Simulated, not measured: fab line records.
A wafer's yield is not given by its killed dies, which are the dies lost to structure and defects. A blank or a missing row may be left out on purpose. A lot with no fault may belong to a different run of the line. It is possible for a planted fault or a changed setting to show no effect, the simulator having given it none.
Struck lot and sound lot, side by side / flow nand-harc / 15 steps out of a route of 1302
Sound: wafers L826.1, L826.4, L826.5. Wafers L818.1, L818.3, L818.5 were the ones struck. Last of all comes the cause.
Order at every step that has rows: each side's tool, ch and its chambers, its first start. Under that, the readings that differ: sound wafers / struck wafers / difference of the means / sigmas: that difference in standard deviations of wafers without a fault.
alike: a reading whose means differ by less than 2 such deviations, as well as words and numbers matching on both sides. not compared: withheld readings; readings where some wafer has no value; bounds like >300 that might hide an equal value; numbers whose values overlap and for which the record gives no deviation.
Wherever a step has rows on one side only, a row that says differs or no value, or a row with sigmas, the two part there. Non-overlapping numbers with no deviation appear without sigmas and do not part them. A reading missing from all wafers of one side parts the sides only when that side holds two or more wafers.

NHARC_A_CHANNEL_HOLE_D2_ETCH_19: etches the open film in C4F8/O2/Ar, time 34.5 s.
  sound on har-etch-01 ch 0,1, day 20 15:19; struck on har-etch-02 ch 0,1, day 18 04:18
  alike: bias-v, drypump-motor-current-A, showerhead-plenum-p-Torr, throttle-valve-pct
  not compared: rf-hours-counter-h
then, 2 steps without rows for these wafers: NHARC_A_CHANNEL_HOLE_D2_ETCH_20 (etches the open film in C4F8/O2/Ar, time 361.9 s, target depth 1600 nm); NHARC_A_CHANNEL_HOLE_D2_ETCH_21 (etches the open film in C4F8/O2/Ar, time 514.3 s, target depth 1600 nm).
NHARC_A_CHANNEL_HOLE_D2_ETCH_22: etches the open film in C4F8/O2/Ar, time 666.7 s, target depth 1600 nm.
  sound on har-etch-01 ch 0,1, day 20 16:16; struck on har-etch-02 ch 0,1, day 18 05:10
reading=showerhead-plenum-p-Torr (Torr); sound=3.639 3.639 3.639; struck=3.701 3.702 3.702; difference=+0.063; sigmas=+2
  alike: drypump-motor-current-A, throttle-valve-pct
  not compared: rf-hours-counter-h
then, 1 step without rows for these wafers: NHARC_A_CHANNEL_HOLE_D2_ETCH_23 (etches the open film in C4F8/O2/Ar, time 819 s, target depth 1600 nm).
NHARC_A_CHANNEL_HOLE_D2_ETCH_24: etches the open film in C4F8/O2/Ar, time 906.2 s, target depth 1500 nm.
  sound on har-etch-01 ch 0,1, day 20 17:34; struck on har-etch-02 ch 0,1, day 18 06:26
reading=showerhead-plenum-p-Torr (Torr); sound=3.633 3.634 3.634; struck=3.696 3.696 3.696; difference=+0.062; sigmas=+2
  alike: drypump-motor-current-A, throttle-valve-pct
  not compared: rf-hours-counter-h
then, 1 step without rows for these wafers: NHARC_A_CHANNEL_HOLE_D2_ETCH_25 (etches the open film in C4F8/O2/Ar, time 1040.2 s, target depth 1500 nm).
NHARC_A_CHANNEL_HOLE_D2_ETCH_26: etches the open film in C4F8/O2/Ar, time 224.1 s, target depth 300 nm.
  sound on har-etch-01 ch 0,1, day 20 19:07; struck on har-etch-02 ch 0,1, day 18 08:05
reading=showerhead-plenum-p-Torr (Torr); sound=3.68 3.68 3.68; struck=3.75 3.75 3.75; difference=+0.07; sigmas=+2
  alike: bias-v, drypump-motor-current-A, throttle-valve-pct
  not compared: rf-hours-counter-h
NHARC_A_CHANNEL_HOLE_D2_ETCH_27: etches the open film in C4F8/O2/Ar, time 90 s, target depth 400 nm.
  sound on har-etch-01 ch 0,1, day 20 19:19; struck on har-etch-02 ch 0,1, day 18 08:18
reading=throttle-valve-pct (%); sound=27.641 27.626 27.622; struck=27.601 27.613 27.617; difference=-0.019; sigmas=-2
  alike: bias-v, drypump-motor-current-A, showerhead-plenum-p-Torr
  not compared: rf-hours-counter-h
then, 3 steps without rows for these wafers: NHARC_A_CHANNEL_HOLE_D2_STRIP_41 (strips in N2/H2); NHARC_A_CHANNEL_HOLE_D2_STRIP_42 (strips in CF4/CHF3); NHARC_A_CHANNEL_HOLE_D2_STRIP_43 (strips in O2/COS).
NHARC_A_CHANNEL_HOLE_D2_ETCH_44: etches the open film in CF4/O2, target depth 140 nm, overetch 14 nm, time 77 s.
  sound on rie-diel-05 ch 0,1,2, day 20 20:02; struck on rie-diel-05 ch 0,1,2, day 18 09:03
reading=oes-product-au (a.u.); sound=0.987 0.993 0.990; struck=0.906 0.917 0.905; difference=-0.081; sigmas=-7
  alike: drypump-motor-current-A, rf-vpp-V, showerhead-plenum-p-Torr, throttle-valve-pct
  not compared: rf-hours-counter-h
then, 1 step without rows for these wafers: NHARC_A_CHANNEL_HOLE_D2_STRIP_28 (strips in O2).
-- break in the record here, with 11 days between the starts of the struck wafers on either side (left off in module A_CHANNEL_HOLE_D2, picked up again in module END, where the first step shown is number 1302 on the route) --
NHARC_END_SORT_01:
  sound on prober-02 ch 0, day 31 19:54; struck on prober-01 ch 0, day 29 10:55
reading=killed-at-array; sound=43 31 61; struck=673 674 671; difference=+628; sigmas=+35
reading=killed-dies; sound=45 36 65; struck=677 676 676; difference=+628; sigmas=+33
  alike: killed-at-other, killed-at-periphery, killed-open, killed-short

WHERE THEY PART
Last at NHARC_END_SORT_01 as far as this record goes, first at NHARC_A_CHANNEL_HOLE_D2_ETCH_22.

WHY: what the simulator had put in
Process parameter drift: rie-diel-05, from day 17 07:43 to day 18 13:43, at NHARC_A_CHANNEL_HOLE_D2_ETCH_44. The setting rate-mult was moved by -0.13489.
